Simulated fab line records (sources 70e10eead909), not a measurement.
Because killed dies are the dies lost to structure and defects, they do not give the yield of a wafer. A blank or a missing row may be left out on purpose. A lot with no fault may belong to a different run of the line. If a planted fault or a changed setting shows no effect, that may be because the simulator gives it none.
3 desks looking at one fault / flow nand-harc / numbers are kept per desk, each desk with only its own; the story behind them comes last

== THE DEFECT DESK ==
Counts from the inspections along the route, per lot, as means over the sampled wafers that have a number. Any lot whose mean is over 4 standard deviations away from the usual mean is out of limits and marked OUT; that distance is given in the brackets.
Columns: A = raw-defect-count at NHARC_A_ONON_D2_INSPECT_32, usual 394
lot=L937; first seen here=day 12 23:27; A=511
lot=L939; first seen here=day 13 09:07; A=573
lot=L938; first seen here=day 13 09:08; A=418
lot=L943; first seen here=day 15 10:45; A=549
lot=L944; first seen here=day 16 00:14; A=266
lot=L946; first seen here=day 17 03:26; A=579
lot=L949; first seen here=day 18 07:31; A=262
lot=L952; first seen here=day 18 21:58; A=320
lot=L953; first seen here=day 19 17:31; A=286
lot=L955; first seen here=day 20 18:31; A=214
lot=L957; first seen here=day 21 16:52; A=296
lot=L959; first seen here=day 22 04:08; A=296
lot=L958; first seen here=day 22 04:09; A=552
lot=L960; first seen here=day 22 12:10; A=231
This desk's verdict: no lot among the 14 shows anything out of limits.

== AT THE METROLOGY DESK ==
What the gauges read, lot by lot, whatever tool the lot ran on: means of the sampled wafers that have a number. Any lot whose mean is over 4 standard deviations away from the usual mean is out of limits and marked OUT; that distance is given in the brackets.
Columns: A = thk-nm at NHARC_A_ONON_D2_THK_MEAS_11, usual 996 nm
lot=L937; first seen here=day 12 11:47; A=1010
lot=L939; first seen here=day 12 21:59; A=992
lot=L938; first seen here=day 12 22:08; A=993
lot=L943; first seen here=day 14 20:55; A=999
lot=L944; first seen here=day 15 13:19; A=990
lot=L946; first seen here=day 16 16:16; A=1001
lot=L949; first seen here=day 17 20:14; A=982
lot=L952; first seen here=day 18 11:13; A=978
lot=L953; first seen here=day 19 06:42; A=979
lot=L955; first seen here=day 20 07:07; A=1014
lot=L957; first seen here=day 21 05:43; A=1007
lot=L959; first seen here=day 21 13:02; A=1024
lot=L958; first seen here=day 21 13:06; A=1000
lot=L960; first seen here=day 21 22:01; A=1000
This desk's verdict: no lot among the 14 shows anything out of limits.

== DESK OF THE TOOL OWNER: pecvd-onon-01 ==
The tool's own readings at NHARC_A_ONON_D2_DEP_25 (target thk 1000 nm): means of the sampled wafers that have a number, for each lot that ran on this tool. Any lot whose mean is over 4 standard deviations away from the usual mean is out of limits and marked OUT; that distance is given in the brackets.
Columns: A = sih4-flow-sccm at NHARC_A_ONON_D2_DEP_25, usual 209.9 sccm
lot=L937; first seen here=day 12 21:50; A=210.4
lot=L939; first seen here=day 13 07:37; A=209.8
lot=L943; first seen here=day 15 09:08; A=168.0 (-66) OUT
lot=L944; first seen here=day 15 22:41; A=168.1 (-66) OUT
lot=L955; first seen here=day 20 16:54; A=209.5
lot=L957; first seen here=day 21 15:21; A=209.9
lot=L959; first seen here=day 22 02:38; A=209.8
lot=L960; first seen here=day 22 10:32; A=209.1
This desk finds L943, L944 out of limits, L943 being first, at day 15 09:08 (sih4-flow-sccm at NHARC_A_ONON_D2_DEP_25). In limits: L937, L939, L955, L957, L959, L960.

== BROUGHT TOGETHER ==
An alarm could have come from the tool owner's desk at day 15 09:08, on L943, L944.
No out-of-limits result turned up at the defect desk.
At the metrology desk, nothing out of limits was observed.
The defect desk has L943, L944 on record, within its limits.
The metrology desk has L943, L944 on record, within its limits.
NHARC_A_ONON_D2_DEP_25 was run on pecvd-onon-01 by each of the lots named.

== WHAT THE SIMULATOR HAD PUT IN ==
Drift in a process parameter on pecvd-onon-01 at NHARC_A_ONON_D2_DEP_25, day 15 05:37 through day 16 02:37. The setting sih4-flow-sccm was moved by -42, starting from 210. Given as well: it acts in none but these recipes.
Shown lots that were struck: L943, L944.
Hours from the fault's start to each desk's first reading out of limits: the tool owner's desk, 4.
